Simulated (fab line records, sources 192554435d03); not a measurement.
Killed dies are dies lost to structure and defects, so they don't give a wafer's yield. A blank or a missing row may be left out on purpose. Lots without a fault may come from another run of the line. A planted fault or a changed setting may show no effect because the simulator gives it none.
Which tool did it? | flow n5_finfet | 17 lots, 51 wafers sampled, at 1 step of a route of 1938

WHAT THE GAUGES READ, wafer by wafer
N5_FIN_SAQP_THK_MEAS_07. Usual: thk_nm 59.7 nm, standard deviation 0.85.
lot  | measured    | on            | thk_nm (nm)    | flag
L074 | day 1 21:47 | film_metro-02 | 60.5 59.6 60.1 |
L075 | day 2 05:40 | film_metro-02 | 59.7 59.2 60.1 |
L076 | day 2 09:17 | film_metro-02 | 59.2 59.8 59.4 |
L080 | day 3 09:34 | film_metro-02 | 59.0 59.5 59.9 |
L081 | day 3 15:30 | film_metro-01 | 57.8 58.5 58.8 |
L082 | day 3 21:44 | film_metro-01 | 59.0 59.6 60.2 |
L083 | day 4 04:53 | film_metro-02 | 57.9 60.1 58.7 |
L084 | day 4 08:59 | film_metro-02 | 60.7 61.5 62.5 |
L085 | day 4 15:05 | film_metro-02 | 60.6 60.9 61.0 |
L087 | day 5 05:30 | film_metro-01 | 59.2 59.8 61.2 |
L088 | day 5 09:10 | film_metro-02 | 58.1 59.1 58.9 |
L089 | day 5 14:48 | film_metro-02 | 58.4 59.5 60.2 |
L092 | day 6 11:58 | film_metro-02 | 59.6 59.9 60.4 |
L093 | day 7 01:39 | film_metro-02 | 59.5 60.0 60.3 |
L094 | day 7 03:03 | film_metro-01 | 59.6 60.3 61.2 |
L095 | day 7 03:56 | film_metro-02 | 59.5 60.9 60.1 |
L096 | day 7 09:38 | film_metro-01 | 59.8 59.0 60.8 |

WHICH TOOL RAN EACH LOT (tool, then ch and the chambers of the sampled wafers, then the start)
The record holds no process step before these readings.

WHAT THE TOOLS THEMSELVES READ (means of the sampled wafers that have a number; where no wafer has one, the mark that the record gives instead)
The record holds no such reading with a usual standard deviation.

THE ANSWER, worked out from the rows above alone
Rule: a lot is off if the mean of its wafers that have a number lies more than 3 standard deviations from the usual mean. A lot without any number at a reading at which 4 lots or more have one is off too. The other lots that the step has rows for count as sound. The gauges are gone through in route order, then the tools' own readings, and for those a lot's mean is taken as printed above. The first step at which some lot is off is used, and at that step the reading that is off furthest; a lot without a number counts as furthest.
No lot is off at any reading shown: from this, nothing can be told.

WHAT THE SIMULATOR HAD PUT IN
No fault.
